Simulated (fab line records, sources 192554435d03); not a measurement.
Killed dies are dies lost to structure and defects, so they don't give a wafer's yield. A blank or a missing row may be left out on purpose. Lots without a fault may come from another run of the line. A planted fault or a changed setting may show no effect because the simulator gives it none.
fab line records | flow n5_finfet
record lots=24 wafers=72 last_day=22
route steps=1938 shown BEOL_M5@1180 BEOL_M6@1214
lots that met no fault: from a run of the same line without faults
start_h: hours from the record's first day to the start of the lot's first wafer shown | wait_h: hours since the lot's step before | " the same as in the row above | L1.1+2: a row that stands for several wafers | - no value, or no start given | * or withheld: withheld | < > ~ a bound
route shown NAME@n: a module of which the file shows steps, and the number in the route of the first | usual: mean/standard deviation of fault-free wafers | same: alike in all rows | chamber/n: place in a boat | sites: the reading at each site | _std_site: their standard deviation | _edge_site: outer sites' mean less inner sites' | radius_mm: how far each site lies from the wafer's centre | mask NAME#n: copy n | behind: the tool/chamber that last shaped the wafer | hold: why the lot was held/for how many hours/how that ended | device: the transistor (n, p or np) that didn't switch | end of line: the same wafers' tests at the end of the route | a step without rows: its recipe alone | killed: dies lost to structure and defects at the first sort, not the wafer's yield | map: a wafer's dies, x killed, . not, _ none there
set.NAME: the setting as run; set.NAME@STEP: as run at that earlier step | model.NAME: the simulator's own value behind a step, which no gauge read
steps of the route over a sample of lots; a table a step, a row a wafer
services: from which hour (start_h, from the record's first day; less than 0 if before it) a tool's chamber was out of use, for how many hours, and why
## steps
# step N5_BEOL_M5_ANNEAL_84
# recipe temp_c=400 time_s=1800 ambient=vacuum
# usual heater_power_w=813/76 susceptor_temp_C_max=401.1/0.34
# columns lot.wafer tool chamber start_h wait_h heater_power_w susceptor_temp_C_max
L074.1 pvd_sputter-01 - 207.38 0.0 720 401.6
L074.3 " - " " 829 401.1
L074.5 " - " " 807 401.3
L075.2 pvd_sputter-02 - 220.56 0.0 884 401.4
L075.4 " - " " 776 400.8
L075.5 " - " " 785 400.8
L077.1 pvd_sputter-02 - 229.05 0.0 737 400.8
L077.4 " - " " 866 401.3
L077.6 " - " " 859 401.6
L076.4 pvd_sputter-02 - 237.85 0.0 738 400.6
L076.5 " - " " 771 401.2
L076.6 " - " " 929 400.9
L078.4 pvd_sputter-02 - 250.01 0.0 874 401.0
L078.5 " - " " 783 401.1
L078.6 " - " " 733 401.1
L079.1 pvd_sputter-02 - 261.29 0.0 860 401.1
L079.3 " - " " 773 400.7
L079.4 " - " " 733 401.0
L080.3 pvd_sputter-01 - 266.34 0.0 724 401.4
L080.4 " - " " 811 400.7
L080.5 " - " " 828 400.6
L081.1 pvd_sputter-02 - 300.73 0.0 900 401.3
L081.2 " - " " 856 401.3
L081.4 " - " " 735 400.8
L083.2 pvd_sputter-02 - 321.57 0.0 951 400.8
L083.3 " - " " 878 400.9
L083.4 " - " " 772 401.0
L084.4 pvd_sputter-01 - 329.32 0.0 695 401.9
L084.5 " - " " 716 402.4
L084.6 " - " " 820 401.6
L085.1 pvd_sputter-01 - 336.21 0.0 823 400.8
L085.2 " - " " 724 401.1
L085.6 " - " " 718 401.3
L086.3 pvd_sputter-01 - 346.09 0.0 728 400.9
L086.5 " - " " 728 401.7
L086.6 " - " " 823 400.7
L087.2 pvd_sputter-03 - 356.81 0.0 887 401.0
L087.4 " - " " 909 400.7
L087.6 " - " " 901 401.4
L090.3 pvd_sputter-02 - 359.87 0.0 764 401.1
L090.5 " - " " 797 401.0
L090.6 " - " " 922 401.2
L088.2 pvd_sputter-03 - 365.73 0.0 808 400.8
L088.5 " - " " 871 401.0
L088.6 " - " " 719 401.2
L095.4 pvd_sputter-01 - 379.70 0.0 723 401.6
L095.5 " - " " 706 401.6
L095.6 " - " " 841 401.0
L097.3 pvd_sputter-02 - 382.44 0.0 775 401.0
L097.4 " - " " 737 400.5
L097.5 " - " " 887 400.8
L091.1 pvd_sputter-03 - 385.25 0.0 812 400.6
L091.2 " - " " 720 401.9
L091.3 " - " " 905 400.7
L092.1 pvd_sputter-03 - 393.24 0.0 721 401.2
L092.2 " - " " 915 400.5
L092.5 " - " " 819 400.3
L093.1 pvd_sputter-01 - 402.04 0.0 704 401.5
L093.4 " - " " 815 400.9
L093.5 " - " " 843 401.0
L094.1 pvd_sputter-02 - 402.62 0.0 936 400.7
L094.5 " - " " 936 400.8
L094.6 " - " " 870 401.2
L089.1 pvd_sputter-03 - 402.95 0.0 704 401.2
L089.2 " - " " 886 401.0
L089.3 " - " " 905 400.4
L082.1 pvd_sputter-01 - 412.39 0.0 826 401.2
L082.3 " - " " 712 401.1
L082.6 " - " " 716 400.8
L096.3 pvd_sputter-02 - 412.53 0.0 723 400.6
L096.4 " - " " 771 400.9
L096.6 " - " " 889 401.2
# step N5_BEOL_M5_SPUTTER_90
# recipe material=Cu target_thk_a=45 temp_c=-20 chamber_pressure_pa=0.07 power_w=withheld time_s=8.29
# usual substrate_temp_c=-20.02/0.1 throttle_valve_pct=29.6/1.1
# columns lot.wafer tool chamber start_h wait_h substrate_temp_c throttle_valve_pct
L074.1 pvd_sputter-01 - 209.48 0.5 -20.02 31.1
L074.3 " - " " -20.09 28.4
L074.5 " - " " -20.13 29.3
L075.2 pvd_sputter-02 - 222.65 0.5 -20.05 30.2
L075.4 " - " " -20.01 28.5
L075.5 " - " " -19.99 28.6
L077.1 pvd_sputter-02 - 231.14 0.5 -20.07 28.9
L077.4 " - " " -20.03 30.2
L077.6 " - " " -19.95 30.0
L076.4 pvd_sputter-02 - 239.95 0.5 -20.02 28.5
L076.5 " - " " -19.92 28.7
L076.6 " - " " -20.02 30.9
L078.4 pvd_sputter-02 - 252.10 0.5 -19.81 30.2
L078.5 " - " " -20.23 28.2
L078.6 " - " " -19.95 28.6
L079.1 pvd_sputter-02 - 263.38 0.5 -19.92 30.1
L079.3 " - " " -20.00 28.5
L079.4 " - " " -20.10 28.5
L080.3 pvd_sputter-01 - 268.44 0.5 -20.00 30.3
L080.4 " - " " -19.87 28.4
L080.5 " - " " -20.11 28.5
L081.1 pvd_sputter-02 - 302.82 0.5 -19.89 30.7
L081.2 " - " " -19.86 30.0
L081.4 " - " " -20.14 28.7
L083.2 pvd_sputter-02 - 323.66 0.5 -19.95 31.0
L083.3 " - " " -20.05 30.1
L083.4 " - " " -20.02 28.5
L084.4 pvd_sputter-01 - 331.42 0.5 -20.11 31.7
L084.5 " - " " -20.01 31.1
L084.6 " - " " -20.01 29.7
L085.1 pvd_sputter-01 - 338.30 0.5 -19.78 28.6
L085.2 " - " " -19.79 29.9
L085.6 " - " " -20.00 31.2
L086.3 pvd_sputter-01 - 348.19 0.5 -19.92 30.3
L086.5 " - " " -20.14 31.0
L086.6 " - " " -20.04 28.5
L087.2 pvd_sputter-03 - 358.90 0.5 -20.17 29.3
L087.4 " - " " -19.96 28.6
L087.6 " - " " -20.09 29.4
L090.3 pvd_sputter-02 - 361.96 0.5 -20.05 28.6
L090.5 " - " " -20.15 28.5
L090.6 " - " " -19.97 31.0
L088.2 pvd_sputter-03 - 367.83 0.5 -20.04 29.4
L088.5 " - " " -19.95 29.4
L088.6 " - " " -20.05 27.7
L095.4 pvd_sputter-01 - 381.79 0.5 -20.06 31.3
L095.5 " - " " -20.13 31.2
L095.6 " - " " -20.16 29.5
L097.3 pvd_sputter-02 - 384.53 0.5 -20.27 28.3
L097.4 " - " " -20.14 28.6
L097.5 " - " " -20.02 30.0
L091.1 pvd_sputter-03 - 387.34 0.5 -19.92 29.0
L091.2 " - " " -19.97 28.2
L091.3 " - " " -20.05 28.9
L092.1 pvd_sputter-03 - 395.33 0.5 -19.95 28.2
L092.2 " - " " -20.11 28.8
L092.5 " - " " -20.11 29.5
L093.1 pvd_sputter-01 - 404.13 0.5 -20.07 31.4
L093.4 " - " " -19.94 28.1
L093.5 " - " " -20.20 28.3
L094.1 pvd_sputter-02 - 404.72 0.5 -19.93 30.7
L094.5 " - " " -19.98 31.3
L094.6 " - " " -20.05 30.4
L089.1 pvd_sputter-03 - 405.05 0.5 -20.01 28.1
L089.2 " - " " -19.95 29.4
L089.3 " - " " -20.03 29.0
L082.1 pvd_sputter-01 - 414.49 0.5 -20.10 29.6
L082.3 " - " " -20.10 31.4
L082.6 " - " " -19.88 31.5
L096.3 pvd_sputter-02 - 414.62 0.5 -19.79 28.9
L096.4 " - " " -20.16 28.7
L096.6 " - " " -20.04 30.1
# step N5_BEOL_M6_STRIP_67
# recipe chemistry=CF4 resist=SiARC power_w=300 bias_power_w=75 pressure_mtorr=50 cf4_flow_sccm=150 rf_frequency_hz=6e+07
# usual cf4_flow_sccm=150.0/0.42 drypump_motor_current_A=5.6/0.36 oes_product_au=0.81/0.089 rf_vpp_V=271.5/1.6 showerhead_plenum_p_Torr=1.81/0.068 throttle_valve_pct=13.59/0.2
# columns lot.wafer tool chamber start_h wait_h cf4_flow_sccm drypump_motor_current_A oes_product_au rf_hours_counter_h rf_vpp_V showerhead_plenum_p_Torr throttle_valve_pct
L074.1 rie_diel-04 3 212.13 0.0 150.0 5.1 0.68 250 272.4 1.83 13.87
L074.3 " 0 " " 150.1 6.1 0.93 15 275.5 1.91 13.39
L074.5 " 0 " " 150.2 6.1 0.93 - 273.7 1.91 13.38
L075.2 rie_diel-04 1 226.02 0.0 150.3 5.6 0.87 61 268.2 1.74 13.65
L075.4 " 1 " " 149.8 5.6 0.87 - 269.6 1.74 13.64
L075.5 " 2 " " 150.1 5.1 0.69 - 271.1 1.77 13.80
L077.1 rie_diel-02 1 234.42 0.0 150.8 5.7 0.73 184 271.8 1.85 13.66
L077.4 " 0 " " 150.2 5.6 0.71 211 270.7 1.71 13.67
L077.6 " 1 " " 149.3 5.8 0.73 - 272.1 1.85 13.67
L076.4 rie_diel-04 1 244.92 0.0 149.6 5.6 0.86 66 271.4 1.74 13.65
L076.5 " 0 " " 150.2 6.1 0.90 - 274.0 1.91 13.39
L076.6 " 3 " " 149.9 5.1 0.98 - 270.1 1.83 13.33
L078.4 rie_diel-02 1 256.52 0.0 150.1 5.8 0.72 192 272.5 1.85 13.66
L078.5 " 2 " " 149.9 5.6 0.78 - 272.9 1.87 13.68
L078.6 " 1 " " 150.3 5.8 0.72 - 271.4 1.85 13.68
L079.1 rie_diel-05 1 266.50 0.0 150.0 5.4 0.88 28 273.6 1.90 13.26
L079.3 " 3 " " 150.8 6.6 0.69 218 272.5 1.84 13.80
L079.4 " 3 " " 150.4 6.6 0.70 - 274.2 1.84 13.80
L080.3 rie_diel-04 3 271.92 0.0 149.8 5.1 0.95 13 270.9 1.83 13.32
L080.4 " 0 " " 150.4 6.1 0.89 35 271.6 1.91 13.43
L080.5 " 1 " " 149.6 5.6 0.85 - 271.9 1.74 13.67
L081.1 rie_diel-04 0 307.25 0.0 150.3 6.1 0.87 46 273.1 1.90 13.45
L081.2 " 3 " " 149.8 5.1 0.92 25 271.5 1.83 13.37
L081.4 " 0 " " 150.1 6.1 0.87 - 272.4 1.90 13.47
L083.2 rie_diel-04 2 327.09 0.0 150.1 5.2 0.96 4 270.8 1.77 13.27
L083.3 " 0 " " 150.2 6.1 0.87 51 272.3 1.90 13.47
L083.4 " 3 " " 149.8 5.1 0.91 30 271.3 1.83 13.37
L084.4 rie_diel-02 1 335.43 0.0 149.3 5.8 0.71 216 271.1 1.85 13.73
L084.5 " 0 " " 151.0 5.6 0.69 - 269.7 1.70 13.71
L084.6 " 3 " " 150.2 5.6 0.73 - 266.9 1.71 13.83
L085.1 rie_diel-02 3 342.61 0.0 149.8 5.6 0.73 197 269.3 1.71 13.87
L085.2 " 0 " " 150.1 5.6 0.68 243 270.5 1.70 13.69
L085.6 " 1 " " 149.9 5.8 0.70 - 271.6 1.84 13.73
L086.3 rie_diel-04 0 350.90 0.0 150.6 6.1 0.85 58 273.1 1.90 13.48
L086.5 " 0 " " 150.3 6.1 0.86 - 273.0 1.90 13.47
L086.6 " 3 " " 150.0 5.1 0.90 - 270.6 1.82 13.37
L087.2 rie_diel-04 2 361.70 0.0 150.0 5.1 0.92 15 269.0 1.76 13.31
L087.4 " 1 " " 149.8 5.6 0.82 101 269.4 1.73 13.74
L087.6 " 2 " " 149.8 5.1 0.92 - 271.3 1.76 13.30
L090.3 rie_diel-04 1 365.14 0.0 150.6 5.5 0.82 101 268.7 1.73 13.74
L090.5 " 3 " " 150.2 5.1 0.89 - 270.8 1.82 13.40
L090.6 " 0 " " 150.4 6.1 0.85 - 274.7 1.90 13.49
L088.2 rie_diel-04 1 372.68 0.0 149.9 5.6 0.83 103 268.9 1.73 13.75
L088.5 " 1 " " 148.8 5.6 0.83 - 268.3 1.73 13.76
L088.6 " 2 " " 150.3 5.2 0.92 - 270.2 1.76 13.32
L095.4 rie_diel-02 1 385.47 0.0 150.4 5.7 0.70 - 271.5 1.84 13.75
L095.5 " 3 " " 149.4 5.6 0.73 - 268.7 1.70 13.87
L095.6 " 2 " " 150.2 5.7 0.73 - 273.6 1.86 13.76
L097.3 rie_diel-02 1 388.17 0.0 149.9 5.8 0.69 235 272.1 1.84 13.77
L097.4 " 1 " " 150.0 5.8 0.70 - 270.8 1.84 13.76
L097.5 " 2 " " 150.1 5.7 0.74 - 272.0 1.86 13.77
L091.1 rie_diel-02 0 391.08 0.0 149.5 5.6 0.99 0 274.4 1.91 13.15
L091.2 " 3 " " 149.6 5.6 0.72 215 270.3 1.70 13.89
L091.3 " 1 " " 149.8 5.8 0.70 236 273.4 1.84 13.77
L092.1 rie_diel-04 3 399.45 0.0 150.0 5.1 0.88 50 272.0 1.82 13.41
L092.2 " 1 " " 149.6 5.6 0.81 113 270.4 1.73 13.76
L092.5 " 1 " " 149.5 5.6 0.80 - 271.9 1.73 13.78
L093.1 rie_diel-05 0 409.55 0.0 150.4 6.3 0.83 75 270.1 1.81 13.52
L093.4 " 0 " " 150.4 6.3 0.83 - 271.7 1.81 13.53
L093.5 " 2 " " 149.3 5.7 0.89 - 271.4 1.82 13.53
L094.1 rie_diel-02 2 409.71 0.0 149.9 5.6 0.73 173 273.8 1.86 13.79
L094.5 " 3 " " 150.0 5.6 0.72 - 269.4 1.70 13.90
L094.6 " 0 " " 150.9 5.6 0.97 - 272.4 1.91 13.18
L089.1 rie_diel-02 1 410.15 0.0 149.6 5.7 0.69 240 273.2 1.84 13.78
L089.2 " 0 " " 149.1 5.6 0.97 5 273.0 1.91 13.17
L089.3 " 3 " " 149.8 5.6 0.72 220 270.1 1.70 13.89
L082.1 rie_diel-05 0 417.54 0.0 150.4 6.3 0.82 79 272.9 1.81 13.53
L082.3 " 2 " " 149.7 5.8 0.87 37 272.8 1.82 13.53
L082.6 " 2 " " 149.4 5.7 0.87 - 273.3 1.82 13.58
L096.3 rie_diel-05 1 419.61 0.0 150.2 5.4 0.82 71 273.8 1.88 13.37
L096.4 " 2 " " 150.3 5.8 0.87 - 269.9 1.82 13.56
L096.6 " 1 " " 150.7 5.4 0.82 - 273.1 1.88 13.37
# step N5_BEOL_M6_CD_MEAS_18
# recipe pitch_nm=80 target_cd_nm=40
# usual cd_nm=40.1/0.5
# columns lot.wafer tool chamber start_h wait_h cd_nm
L074.1 cd_sem-01 - 212.35 0.0 39.7
L074.3 " - " " 40.6
L074.5 " - " " 40.4
L075.2 cd_sem-03 - 226.36 0.1 39.9
L075.4 " - " " 40.1
L075.5 " - " " 39.4
L077.1 cd_sem-01 - 234.79 0.0 40.1
L077.4 " - " " 40.0
L077.6 " - " " 40.2
L076.4 cd_sem-01 - 245.14 0.1 39.3
L076.5 " - " " 40.3
L076.6 " - " " 40.6
L078.4 cd_sem-02 - 256.75 0.1 40.5
L078.5 " - " " 41.3
L078.6 " - " " 41.2
L079.1 cd_sem-01 - 266.72 0.0 40.0
L079.3 " - " " 40.0
L079.4 " - " " 39.8
L080.3 cd_sem-03 - 272.15 0.1 40.6
L080.4 " - " " 40.3
L080.5 " - " " 40.0
L081.1 cd_sem-02 - 307.53 0.0 39.4
L081.2 " - " " 39.4
L081.4 " - " " 39.3
L083.2 cd_sem-01 - 327.31 0.1 40.1
L083.3 " - " " 41.1
L083.4 " - " " 39.7
L084.4 cd_sem-03 - 335.69 0.0 40.6
L084.5 " - " " 40.6
L084.6 " - " " 40.2
L085.1 cd_sem-03 - 342.83 0.0 39.5
L085.2 " - " " 39.1
L085.6 " - " " 40.3
L086.3 cd_sem-03 - 351.14 0.1 40.0
L086.5 " - " " 40.6
L086.6 " - " " 40.3
L087.2 cd_sem-02 - 361.92 0.1 40.2
L087.4 " - " " 39.3
L087.6 " - " " 40.5
L090.3 cd_sem-03 - 365.40 0.1 40.1
L090.5 " - " " 39.9
L090.6 " - " " 40.2
L088.2 cd_sem-03 - 372.90 0.1 39.8
L088.5 " - " " 40.0
L088.6 " - " " 40.2
L095.4 cd_sem-01 - 385.83 0.0 39.6
L095.5 " - " " 39.4
L095.6 " - " " 39.3
L097.3 cd_sem-02 - 388.40 0.1 41.5
L097.4 " - " " 40.3
L097.5 " - " " 40.3
L091.1 cd_sem-01 - 391.33 0.0 40.1
L091.2 " - " " 40.3
L091.3 " - " " 39.8
L092.1 cd_sem-03 - 399.67 0.0 40.4
L092.2 " - " " 40.3
L092.5 " - " " 40.4
L093.1 cd_sem-03 - 409.94 0.0 40.5
L093.4 " - " " 40.4
L093.5 " - " " 40.1
L094.1 cd_sem-02 - 409.95 0.0 40.4
L094.5 " - " " 39.7
L094.6 " - " " 39.8
L089.1 cd_sem-03 - 410.39 0.0 39.6
L089.2 " - " " 39.9
L089.3 " - " " 39.6
L082.1 cd_sem-02 - 417.77 0.0 40.6
L082.3 " - " " 40.8
L082.6 " - " " 40.8
L096.3 cd_sem-01 - 419.95 0.1 40.2
L096.4 " - " " 39.8
L096.6 " - " " 39.8
# step N5_BEOL_M6_OVL_MEAS_29
# recipe points_per_wafer=522
# usual V5_OVL=-0.1/0.69
# columns lot.wafer tool chamber start_h wait_h V5_OVL[nm]
L074.1 overlay-02 0 212.84 0.0 -0.6
L074.3 " 0 " " -0.2
L074.5 " 0 " " -0.9
L075.2 overlay-01 0 230.36 0.0 -0.5
L075.4 " 0 " " 0.8
L075.5 " 0 " " 1.4
L077.1 overlay-01 0 239.28 0.0 -0.9
L077.4 " 0 " " 0.2
L077.6 " 0 " " 0.3
L076.4 overlay-02 0 251.49 0.0 0.4
L076.5 " 0 " " 0.8
L076.6 " 0 " " 0.1
L078.4 overlay-01 0 262.54 0.0 -0.7
L078.5 " 0 " " -1.1
L078.6 " 0 " " 0.2
L079.1 overlay-02 0 267.90 0.0 0.0
L079.3 " 0 " " -0.1
L079.4 " 0 " " 0.8
L080.3 overlay-02 0 277.91 0.1 -0.8
L080.4 " 0 " " -0.7
L080.5 " 0 " " -0.2
L081.1 overlay-01 0 311.26 0.0 0.6
L081.2 " 0 " " -0.7
L081.4 " 0 " " 0.0
L083.2 overlay-02 0 330.24 0.0 0.5
L083.3 " 0 " " 0.2
L083.4 " 0 " " 0.3
L084.4 overlay-01 0 337.67 0.0 0.1
L084.5 " 0 " " 0.9
L084.6 " 0 " " 1.1
L085.1 overlay-02 0 345.09 0.0 0.2
L085.2 " 0 " " -1.2
L085.6 " 0 " " -0.2
L086.3 overlay-01 0 352.14 0.0 0.5
L086.5 " 0 " " 0.0
L086.6 " 0 " " 0.7
L087.2 overlay-02 0 362.99 0.0 -0.8
L087.4 " 0 " " -0.8
L087.6 " 0 " " -1.1
L090.3 overlay-02 0 366.97 0.0 -0.6
L090.5 " 0 " " -0.9
L090.6 " 0 " " -0.8
L088.2 overlay-01 0 375.40 0.0 0.4
L088.5 " 0 " " 0.0
L088.6 " 0 " " 0.1
L095.4 overlay-02 0 386.85 0.0 -0.6
L095.5 " 0 " " 0.9
L095.6 " 0 " " -0.3
L097.3 overlay-02 0 388.88 0.0 0.0
L097.4 " 0 " " 0.2
L097.5 " 0 " " -1.4
L091.1 overlay-02 0 394.13 0.0 0.0
L091.2 " 0 " " -1.0
L091.3 " 0 " " 0.6
L092.1 overlay-01 0 404.20 0.0 -1.4
L092.2 " 0 " " -1.2
L092.5 " 0 " " -0.2
L094.1 overlay-02 0 414.51 0.0 0.4
L094.5 " 0 " " 0.2
L094.6 " 0 " " -0.6
L093.1 overlay-01 0 414.56 0.0 -0.2
L093.4 " 0 " " -0.2
L093.5 " 0 " " -0.3
L089.1 overlay-01 0 414.60 0.0 0.3
L089.2 " 0 " " 0.9
L089.3 " 0 " " 0.9
L082.1 overlay-01 0 418.31 0.0 -0.8
L082.3 " 0 " " -2.1
L082.6 " 0 " " -0.3
L096.3 overlay-01 0 420.65 0.0 0.8
L096.4 " 0 " " -0.4
L096.6 " 0 " " -0.4
# step N5_BEOL_M6_ETCH_65
# recipe chemistry=CF4 target=SiARC target_depth_a=156 mask_material=CAR-EUV time_s=26 ion_energy_ev=80 pressure_mtorr=40 source_w=545 bias_w=36 Ar_flow_sccm=100 cf4_flow_sccm=100 ends=cleared
# usual cf4_flow_sccm=100.0/0.32 drypump_motor_current_A=5.6/0.4 etch_rf_on_time_s=26.0/0.44 mfc_ar_sccm=100.0/0.3 oes_product_au=0.71/0.081 rf_vpp_V=184.4/1.3 showerhead_plenum_p_Torr=2.16/0.077 throttle_valve_pct=15.60/0.2
# columns lot.wafer tool chamber start_h wait_h cf4_flow_sccm drypump_motor_current_A etch_rf_on_time_s mfc_ar_sccm oes_product_au rf_hours_counter_h rf_vpp_V showerhead_plenum_p_Torr throttle_valve_pct
L074.1 rie_diel-04 0 212.99 0.0 99.2 6.1 25.6 99.5 0.80 15 186.3 2.28 15.41
L074.3 " 1 " " 99.9 5.5 26.3 100.5 0.75 55 184.2 2.08 15.70
L074.5 " 1 " " 100.4 5.5 25.9 100.3 0.75 - 183.8 2.08 15.71
L075.2 rie_diel-04 3 230.50 0.0 100.1 5.1 25.9 100.4 0.86 1 185.6 2.19 15.33
L075.4 " 1 " " 100.0 5.6 26.1 99.9 0.74 61 183.4 2.08 15.73
L075.5 " 0 " " 99.4 6.1 25.4 100.3 0.79 - 184.3 2.27 15.44
L077.1 rie_diel-04 0 239.42 0.0 100.0 6.1 25.6 99.9 0.78 25 185.6 2.27 15.45
L077.4 " 2 " " 100.2 5.2 26.3 99.5 0.59 235 184.0 2.11 15.80
L077.6 " 3 " " 99.4 5.1 25.4 99.7 0.84 - 184.9 2.19 15.36
L076.4 rie_diel-05 3 251.62 0.0 99.8 6.6 26.0 100.2 0.59 215 186.2 2.20 15.80
L076.5 " 0 " " 100.4 6.3 26.0 100.0 0.75 - 183.7 2.17 15.51
L076.6 " 1 " " 99.9 5.4 25.8 99.6 0.77 - 185.0 2.27 15.33
L078.4 rie_diel-04 0 262.67 0.0 99.6 6.1 25.3 100.0 0.77 32 185.0 2.27 15.45
L078.5 " 2 " " 100.3 5.1 26.4 99.9 0.58 - 183.4 2.11 15.81
L078.6 " 1 " " 99.9 5.6 26.1 100.1 0.73 - 183.1 2.08 15.73
L079.1 rie_diel-02 3 268.04 0.0 100.2 5.6 26.9 100.1 0.62 175 181.7 2.05 15.82
L079.3 " 1 " " 99.9 5.8 25.9 100.2 0.62 195 185.2 2.21 15.68
L079.4 " 0 " " 100.5 5.6 26.2 100.2 0.60 220 183.5 2.04 15.64
L080.3 rie_diel-04 2 278.04 0.0 100.0 5.2 26.5 100.4 0.58 246 183.0 2.11 15.84
L080.4 " 1 " " 99.5 5.6 26.4 99.8 0.71 76 183.3 2.08 15.73
L080.5 " 1 " " 99.7 5.6 26.4 100.0 0.72 - 183.4 2.08 15.71
L081.1 rie_diel-04 1 311.41 0.0 100.0 5.5 26.3 100.2 0.71 87 182.6 2.07 15.76
L081.2 " 0 " " 100.1 6.1 25.3 99.7 0.75 47 185.5 2.26 15.48
L081.4 " 3 " " 99.6 5.2 25.8 99.9 0.78 26 184.0 2.18 15.41
L083.2 rie_diel-02 0 330.53 0.0 100.5 5.6 26.2 100.1 0.59 239 181.9 2.03 15.71
L083.3 " 1 " " 100.4 5.7 25.8 100.6 0.60 215 184.9 2.20 15.72
L083.4 " 3 " " 99.7 5.6 26.6 99.5 0.62 195 182.7 2.04 15.86
L084.4 rie_diel-04 2 337.80 0.0 100.0 5.2 25.6 100.5 0.81 8 183.0 2.11 15.34
L084.5 " 3 " " 100.2 5.1 25.7 99.9 0.78 - 185.7 2.18 15.42
L084.6 " 0 " " 100.7 6.1 25.7 100.1 0.74 - 185.8 2.26 15.50
L085.1 rie_diel-05 0 345.24 0.0 99.9 6.3 26.6 99.9 0.71 64 184.1 2.16 15.54
L085.2 " 1 " " 99.9 5.4 26.2 100.1 0.73 48 185.5 2.26 15.39
L085.6 " 0 " " 99.7 6.3 26.4 99.9 0.72 - 182.8 2.16 15.53
L086.3 rie_diel-05 0 352.27 0.0 99.9 6.3 26.1 100.1 0.71 66 183.7 2.16 15.55
L086.5 " 2 " " 100.0 5.8 25.7 99.6 0.78 - 185.7 2.18 15.57
L086.6 " 1 " " 99.9 5.4 25.9 100.0 0.73 - 184.8 2.26 15.37
L087.2 rie_diel-04 1 363.15 0.0 100.4 5.6 26.4 100.7 0.69 101 182.4 2.07 15.79
L087.4 " 2 " " 100.2 5.2 25.5 99.6 0.79 15 182.9 2.10 15.35
L087.6 " 0 " " 100.1 6.1 25.6 100.0 0.73 - 184.7 2.26 15.51
L090.3 rie_diel-02 1 367.10 0.0 99.7 5.8 26.3 99.9 0.60 226 184.1 2.20 15.74
L090.5 " 1 " " 100.2 5.8 26.3 99.9 0.60 - 184.7 2.20 15.76
L090.6 " 2 " " 99.9 5.6 26.1 100.1 0.64 - 184.9 2.22 15.76
L088.2 rie_diel-05 0 375.54 0.0 100.4 6.3 26.5 100.5 0.70 71 184.6 2.16 15.56
L088.5 " 1 " " 99.5 5.4 25.9 99.4 0.73 - 185.8 2.26 15.40
L088.6 " 0 " " 100.0 6.3 26.2 100.4 0.71 - 185.6 2.16 15.56
L095.4 rie_diel-04 0 387.24 0.0 99.7 6.1 25.1 99.7 0.73 - 184.3 2.26 15.53
L095.5 " 2 " " 100.0 5.2 25.4 100.4 0.79 - 182.2 2.10 15.37
L095.6 " 1 " " 99.4 5.6 26.0 99.9 0.69 - 182.1 2.07 15.79
L097.3 rie_diel-04 2 389.01 0.0 100.1 5.2 25.5 100.0 0.79 22 183.5 2.10 15.35
L097.4 " 0 " " 100.3 6.1 25.6 99.7 0.72 - 186.2 2.26 15.54
L097.5 " 2 " " 100.7 5.2 25.4 100.1 0.78 - 181.3 2.10 15.36
L091.1 rie_diel-02 2 394.27 0.0 100.2 5.7 25.6 100.3 0.63 169 185.0 2.22 15.80
L091.2 " 0 " " 100.2 5.6 25.7 100.1 0.84 1 185.1 2.28 15.24
L091.3 " 3 " " 99.7 5.6 26.7 99.8 0.61 216 184.0 2.03 15.91
L092.1 rie_diel-04 3 404.34 0.0 100.0 5.1 25.6 100.1 0.75 51 185.1 2.17 15.45
L092.2 " 1 " " 99.7 5.6 26.1 100.1 0.69 115 183.2 2.06 15.82
L092.5 " 1 " " 99.7 5.6 26.1 100.2 0.69 - 183.9 2.06 15.81
L094.1 rie_diel-02 0 414.85 0.0 99.8 5.6 25.9 99.8 0.83 7 187.4 2.28 15.23
L094.5 " 1 " " 100.6 5.7 26.0 99.3 0.59 - 183.6 2.19 15.78
L094.6 " 0 " " 99.8 5.6 25.8 100.0 0.84 - 185.8 2.28 15.23
L093.1 rie_diel-04 3 415.07 0.0 100.3 5.1 25.6 100.1 0.75 56 183.7 2.17 15.48
L093.4 " 1 " " 99.9 5.6 26.1 99.7 0.69 - 183.7 2.06 15.81
L093.5 " 3 " " 99.5 5.1 25.6 100.1 0.75 - 184.5 2.17 15.47
L089.1 rie_diel-02 3 415.25 0.0 99.9 5.6 27.1 99.8 0.60 222 182.4 2.03 15.91
L089.2 " 1 " " 100.2 5.8 26.0 99.4 0.59 242 184.3 2.19 15.78
L089.3 " 2 " " 99.9 5.6 26.1 100.1 0.63 175 184.5 2.21 15.80
L082.1 rie_diel-05 2 418.74 0.0 99.8 5.7 26.3 100.1 0.74 37 184.5 2.18 15.61
L082.3 " 0 " " 99.8 6.3 26.9 100.3 0.69 79 184.2 2.16 15.58
L082.6 " 1 " " 99.9 5.4 26.4 100.5 0.71 - 186.5 2.26 15.43
L096.3 rie_diel-04 2 420.88 0.0 99.8 5.1 25.5 99.8 0.76 35 183.1 2.10 15.40
L096.4 " 1 " " 100.1 5.6 26.5 99.8 0.68 122 183.6 2.06 15.83
L096.6 " 2 " " 99.9 5.1 25.7 99.7 0.76 - 184.3 2.10 15.40
## services
# columns tool chamber start_h hours kind
rie_diel-04 3 212.32 - clean
rie_diel-04 3 212.32 - consumable_replace:focus_ring
rie_diel-04 3 212.32 13.7 scheduled_down
rie_diel-04 3 212.32 13.7 vent_cycle
rie_diel-02 - 238.40 0.2 repair
rie_diel-02 0 251.28 2.0 repair
rie_diel-05 2 261.55 - clean
rie_diel-05 2 261.55 - consumable_replace:focus_ring
pvd_sputter-03 - 273.75 1.9 repair
rie_diel-04 2 292.39 - clean
rie_diel-04 2 292.39 - consumable_replace:focus_ring
rie_diel-04 2 292.39 17.3 scheduled_down
rie_diel-04 2 292.39 17.3 vent_cycle
rie_diel-05 1 333.99 5.9 repair
rie_diel-02 3 335.79 4.6 repair
rie_diel-02 0 365.28 - clean
rie_diel-02 0 365.28 - consumable_replace:focus_ring
rie_diel-02 0 365.28 - consumable_replace:showerhead
rie_diel-02 0 365.28 24.1 scheduled_down
rie_diel-02 0 365.28 24.1 vent_cycle
pvd_sputter-03 - 368.86 6.0 repair
rie_diel-04 3 382.33 7.4 repair
rie_diel-04 0 393.93 4.7 repair
rie_diel-04 0 401.55 15.5 repair
## key
fault none
